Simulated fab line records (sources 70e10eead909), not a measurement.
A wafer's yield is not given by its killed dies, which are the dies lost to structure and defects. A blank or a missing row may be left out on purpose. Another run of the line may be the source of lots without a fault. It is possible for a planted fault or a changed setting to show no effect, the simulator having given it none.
What tool caused it? -- flow nand-harc -- 14 lots with 42 wafers sampled at 2 steps, on a route of 1302 steps

WHAT EACH GAUGE READ, for each wafer
NHARC_P_CONTACT_INSPECT_27.
lot,measured,on,raw-defect-count
L120,day 6 03:26,defect-inspect-02,322 293 299
L121,day 6 09:32,defect-inspect-01,409 146 468
L123,day 7 12:16,defect-inspect-02,431 236 434
L124,day 7 18:36,defect-inspect-01,269 199 248
L125,day 8 08:56,defect-inspect-01,657 419 569
L126,day 8 10:58,defect-inspect-01,209 771 226
L127,day 9 02:09,defect-inspect-01,138 225 129
L128,day 9 18:08,defect-inspect-01,318 123 221
L129,day 9 23:21,defect-inspect-02,308 322 322
L131,day 11 01:07,defect-inspect-01,249 277 233
L138,day 13 15:58,defect-inspect-01,248 389 247
L139,day 14 00:40,defect-inspect-01,366 231 318
L142,day 15 09:43,defect-inspect-02,183 177 231
L143,day 15 17:44,defect-inspect-02,286 177 356

WHAT TOOL EACH LOT RAN ON (gives the tool, then ch and the chambers of the sampled wafers, and finally the start)
lot,NHARC_P_CONTACT_ETCH_31
L120,"rie-diel-11 ch 1,2,3, day 6 03:26 or earlier"
L121,"rie-diel-11 ch 0,1,3, day 6 09:32 or earlier"
L123,"rie-diel-06 ch 0,1,2, day 7 12:16 or earlier"
L124,"rie-diel-06 ch 0,1,2, day 7 18:36 or earlier"
L125,"rie-diel-11 ch 2,3, day 8 08:56 or earlier"
L126,"rie-diel-08 ch 0,3, day 8 10:58 or earlier"
L127,"rie-diel-06 ch 0,2,3, day 9 02:09 or earlier"
L128,"rie-diel-08 ch 1,2, day 9 18:08 or earlier"
L129,"rie-diel-08 ch 1,2,3, day 9 23:21 or earlier"
L131,"rie-diel-08 ch 1,2,3, day 11 01:07 or earlier"
L138,"rie-diel-06 ch 2,3, day 13 15:58 or earlier"
L139,"rie-diel-11 ch 1,2,3, day 14 00:40 or earlier"
L142,"rie-diel-11 ch 0,1,3, day 15 09:43 or earlier"
L143,"rie-diel-06 ch 0,2, day 15 17:44 or earlier"
- NHARC_P_CONTACT_ETCH_31: etches the open film in CH3F/O2, target depth 30 nm, time 85.7 s.

AS READ BY THE TOOLS THEMSELVES (means over the sampled wafers that have a number; for cases with no such wafer, the mark the record gives instead)
NHARC_P_CONTACT_ETCH_31.
lot,tool,ch3f-flow-sccm (sccm),drypump-motor-current-A (A),o2-flow-sccm (sccm),oes-product-au (a.u.),rf-vpp-V (V),showerhead-plenum-p-Torr (Torr),throttle-valve-pct (%)
L120,rie-diel-11,50.10,6.0,29.96,0.989,244.5,2.45,20.662
L121,rie-diel-11,49.99,6.1,29.98,0.986,244.6,2.47,20.660
L123,rie-diel-06,50.02,5.4,29.92,0.991,243.0,2.35,20.666
L124,rie-diel-06,49.96,5.4,29.93,0.991,242.4,2.35,20.664
L125,rie-diel-11,49.97,5.5,29.92,0.997,242.9,2.34,20.660
L126,rie-diel-08,49.77,5.7,29.98,0.972,245.3,2.51,20.661
L127,rie-diel-06,49.96,5.6,29.94,0.971,242.8,2.40,20.660
L128,rie-diel-08,49.99,5.2,29.93,0.990,243.6,2.40,20.653
L129,rie-diel-08,49.93,5.4,30.10,1.001,244.6,2.44,20.670
L131,rie-diel-08,49.80,5.4,30.01,0.985,244.4,2.44,20.662
L138,rie-diel-06,50.20,5.5,30.10,1.008,245.5,2.51,20.663
L139,rie-diel-11,49.95,6.0,29.94,0.976,244.1,2.44,20.661
L142,rie-diel-11,49.84,6.1,30.04,0.965,244.2,2.47,20.673
L143,rie-diel-06,49.88,5.6,29.97,0.975,242.4,2.30,20.670

THE ANSWER, worked out from the rows above alone
Rule: the lots themselves supply what counts as usual. The widest of any qualifying gaps counts: lots, ordered by their means at a reading, are off when they make up no more than a third of the lots, leave a main group of 4 or more, and stand apart from it by 3 or more times the standard deviation of that group's means. A main group is skipped when, at the precision printed for the reading in the tables above, its means are all equal. A lot without any number at a reading at which 4 lots or more have one is off too. All remaining lots with rows at the step are treated as sound. After the gauges, taken in route order, come the tools' own readings; for these a lot's mean is taken, as printed above. The first step at which some lot is off is used, and at that step the reading that is off furthest; a lot without a number counts as furthest.
No lot is off at any reading shown: from this, nothing can be told.

WHAT THE SIMULATOR PUT IN
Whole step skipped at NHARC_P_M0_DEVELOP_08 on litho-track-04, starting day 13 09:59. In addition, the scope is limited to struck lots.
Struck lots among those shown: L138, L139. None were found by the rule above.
